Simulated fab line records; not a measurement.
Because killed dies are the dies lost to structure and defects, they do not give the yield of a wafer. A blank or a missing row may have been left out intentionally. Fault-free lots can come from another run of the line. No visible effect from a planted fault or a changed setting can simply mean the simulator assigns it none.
Matching of chambers -- flow nand-harc -- 4 sister chambers for NHARC_P_CONTACT_CMP_01 on cmp-02
The step polishes SiO2, target thk 200 nm. 16 wafers are shown with their chamber, then 8 later ones without.

== WAFERS WITH THEIR CHAMBER ==
wafer,chamber,motor-current-A (A),slurry-filter-dp-kPa (kPa)
L074.1,1,10.8,13.56
L074.2,2,11.1,13.54
L074.5,0,13.1,13.65
L079.2,3,11.1,13.44
L079.5,0,12.7,13.53
L079.6,1,10.7,13.62
L080.1,1,10.2,13.53
L080.2,2,10.8,13.61
L080.4,3,10.8,13.33
L088.3,1,10.9,13.54
L088.5,1,10.8,13.82
L088.6,2,10.7,13.63
L090.2,2,11.1,13.47
L090.5,0,12.5,13.55
L090.6,3,10.8,13.43
L091.1,2,11.3,13.53

SIGNATURES (averages over the wafers above)
reading,chamber 0,chamber 1,chamber 2,chamber 3,scatter within a chamber
motor-current-A,12.767,10.680,11.000,10.900,0.257
slurry-filter-dp-kPa,13.5767,13.6140,13.5560,13.4000,0.0867
Rule: a wafer lies at a distance from a chamber equal to the root of the sum of squares, over the readings, of (its reading less the chamber's mean, divided by the reading's scatter). The wafer belongs to the nearest chamber; if the next one is less than 2 further off, it can't be placed. The scatter: the root of (the sum of the squares of (reading less its chamber's mean) over the shown wafers, divided by (wafers less chambers)).

== WAFERS WITH NO CHAMBER GIVEN ==
wafer,motor-current-A (A),slurry-filter-dp-kPa (kPa)
L091.2,11.0,13.62
L091.3,10.5,13.59
L093.4,10.8,13.43
L093.5,10.8,13.55
L093.6,10.9,13.76
L097.3,12.6,13.53
L097.4,11.3,13.40
L097.6,12.7,13.63

== EACH ONE'S CHAMBER ==
wafer,from the rows above,in truth
L091.2,can't be placed: 2 or 1 or 3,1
L091.3,can't be placed: 1 or 2 or 3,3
L093.4,can't be placed: 3 or 2 or 1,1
L093.5,can't be placed: 2 or 1 or 3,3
L093.6,can't be placed: 1 or 2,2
L097.3,0,0
L097.4,can't be placed: 3 or 2 or 1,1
L097.6,0,0
Correct placement for 2 of the 8. Cannot be placed on the basis of these rows: 6; the candidates contain the true chamber in 6. 0 placed wrongly.
